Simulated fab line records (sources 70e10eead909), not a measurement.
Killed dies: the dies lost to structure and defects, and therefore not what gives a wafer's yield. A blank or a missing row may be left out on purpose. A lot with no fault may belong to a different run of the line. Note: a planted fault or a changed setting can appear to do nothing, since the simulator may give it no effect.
Chamber matching | flow nand-harc | NHARC_A_STAIRCASE_DESCUM_219 on rie-diel-04: 4 sister chambers
The step chemistry O2, time 3 s. 8 wafers are shown with their chamber, then 9 later ones without.

== EACH WAFER AND ITS CHAMBER ==
wafer  | chamber | drypump-motor-current-A (A) | showerhead-plenum-p-Torr (Torr)
L077.3 | 3       | 6.7                         | 1.83
L080.2 | 0       | 5.9                         | 1.96
L080.3 | 1       | 5.0                         | 1.90
L083.4 | 0       | 6.0                         | 1.96
L083.5 | 2       | 5.4                         | 1.90
L086.1 | 2       | 5.4                         | 1.89
L086.2 | 3       | 6.7                         | 1.83
L086.4 | 1       | 5.0                         | 1.89

== WAFERS WHOSE CHAMBER IS MISSING ==
wafer  | drypump-motor-current-A (A) | showerhead-plenum-p-Torr (Torr)
L088.3 | 5.3                         | 1.89
L088.4 | 6.7                         | 1.83
L088.5 | 6.7                         | 1.83
L093.2 | 5.4                         | 1.89
L093.3 | 5.9                         | 1.95
L093.4 | 5.0                         | 1.89
L094.4 | 5.4                         | 1.89
L094.5 | 6.7                         | 1.82
L094.6 | 5.9                         | 1.95

== WHICH CHAMBER EACH ONE RAN IN ==
wafer  | from the rows above | in truth
L088.3 | 2                   | 2
L088.4 | 3                   | 3
L088.5 | 3                   | 3
L093.2 | 2                   | 2
L093.3 | 0                   | 0
L093.4 | 1                   | 1
L094.4 | 2                   | 2
L094.5 | 3                   | 3
L094.6 | 0                   | 0
Placed correctly: 9 of 9. Not placeable from these rows: 0. Wrongly placed: 0.
How it was worked out, from the rows above alone: a wafer's distance from a chamber is the root of the sum, over the readings, of the square of ((its reading less the chamber's mean) divided by the reading's scatter). If the next closest chamber is less than 2 further off than the closest, the wafer can't be placed; otherwise it belongs to the closest. A chamber's mean is the mean of its shown wafers. The scatter: take each reading less its chamber's mean, square it, sum over the shown wafers, divide by the number of wafers less the number of chambers, and take the root.
